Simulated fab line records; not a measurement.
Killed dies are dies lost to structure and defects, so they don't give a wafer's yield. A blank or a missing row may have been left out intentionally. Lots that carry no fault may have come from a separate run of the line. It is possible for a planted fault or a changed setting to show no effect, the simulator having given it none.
The tool behind it: which one? / flow nand harc / Sampling: 7 lots, 21 wafers, 3 of 1159 route steps

WHAT EACH GAUGE READ, for each wafer
NHARC_P_M2_OVL_MEAS_10: pitch 340 nm.
lot=L649; measured=day 6 15:28; on=overlay-01; overlay x nm (nm)=-0.7 -1.0 -1.0
lot=L651; measured=day 6 23:02; on=overlay-01; overlay x nm (nm)=0.3 0.5 0.6
lot=L655; measured=day 8 00:09; on=overlay-01; overlay x nm (nm)=-2.4 -1.8 -2.9
lot=L658; measured=day 9 01:10; on=overlay-02; overlay x nm (nm)=- - -
lot=L660; measured=day 9 09:07; on=overlay-01; overlay x nm (nm)=- - -
lot=L668; measured=day 11 06:47; on=overlay-02; overlay x nm (nm)=-1.8 -1.4 -1.7
lot=L670; measured=day 11 13:29; on=overlay-01; overlay x nm (nm)=0.5 0.7 0.5

WHICH TOOL RAN EACH LOT (tool, then ch and the chambers of the sampled wafers, then the start)
lot=L649; NHARC_P_M1_DEP_33=pecvd-02 ch 0,2, day 6 14:13; NHARC_P_M2_EXPOSE_06=arfi scanner-02 ch 0, day 6 15:15
lot=L651; NHARC_P_M1_DEP_33=pecvd-02 ch 1,2, day 6 21:42; NHARC_P_M2_EXPOSE_06=arfi scanner-02 ch 0, day 6 22:48
lot=L655; NHARC_P_M1_DEP_33=pecvd-04 ch 1,2, day 7 22:49; NHARC_P_M2_EXPOSE_06=arfi scanner-01 ch 0, day 7 23:56
lot=L658; NHARC_P_M1_DEP_33=pecvd-04 ch 0,1,2, day 8 23:52; NHARC_P_M2_EXPOSE_06=arfi scanner-03, day 9 00:56
lot=L660; NHARC_P_M1_DEP_33=pecvd-02 ch 0,1,2, day 9 07:42; NHARC_P_M2_EXPOSE_06=arfi scanner-03, day 9 08:53
lot=L668; NHARC_P_M1_DEP_33=pecvd-03 ch 0,2, day 11 05:29; NHARC_P_M2_EXPOSE_06=arfi scanner-01 ch 0, day 11 06:34
lot=L670; NHARC_P_M1_DEP_33=pecvd-02 ch 0,1, day 11 12:05; NHARC_P_M2_EXPOSE_06=arfi scanner-03 ch 0, day 11 13:16
- NHARC_P_M1_DEP_33: deposits SiCN, target thk 30 nm.
- NHARC_P_M2_EXPOSE_06: exposes mask P M2, target cd 170 nm.

THE ANSWER, worked out from the rows above alone
Rule: the usual values come from the lots themselves. The widest of any qualifying gaps counts: lots, ordered by their means at a reading, are off when they make up no more than a third of the lots, leave a main group of 4 or more, and stand apart from it by 3 or more times the standard deviation of that group's means. A main group whose means are all the same, to the digits that the tables above print for the reading, isn't used. A lot without any number at a reading at which 4 lots or more have one is off too. The other lots that the step has rows for count as sound.
Off: L658, L660, at NHARC_P_M2_OVL_MEAS_10 (overlay x nm). Without a number there: L658, L660. The main group: mean -0.8 nm, standard deviation 1.2.
If a tool, at a process step before that reading, ran all the lots that are off and no sound lot after the first of them, it fits. The gauges at NHARC_P_M2_OVL_MEAS_10 are tried like those tools. None of those tried fits.

WHAT THE SIMULATOR PUT IN
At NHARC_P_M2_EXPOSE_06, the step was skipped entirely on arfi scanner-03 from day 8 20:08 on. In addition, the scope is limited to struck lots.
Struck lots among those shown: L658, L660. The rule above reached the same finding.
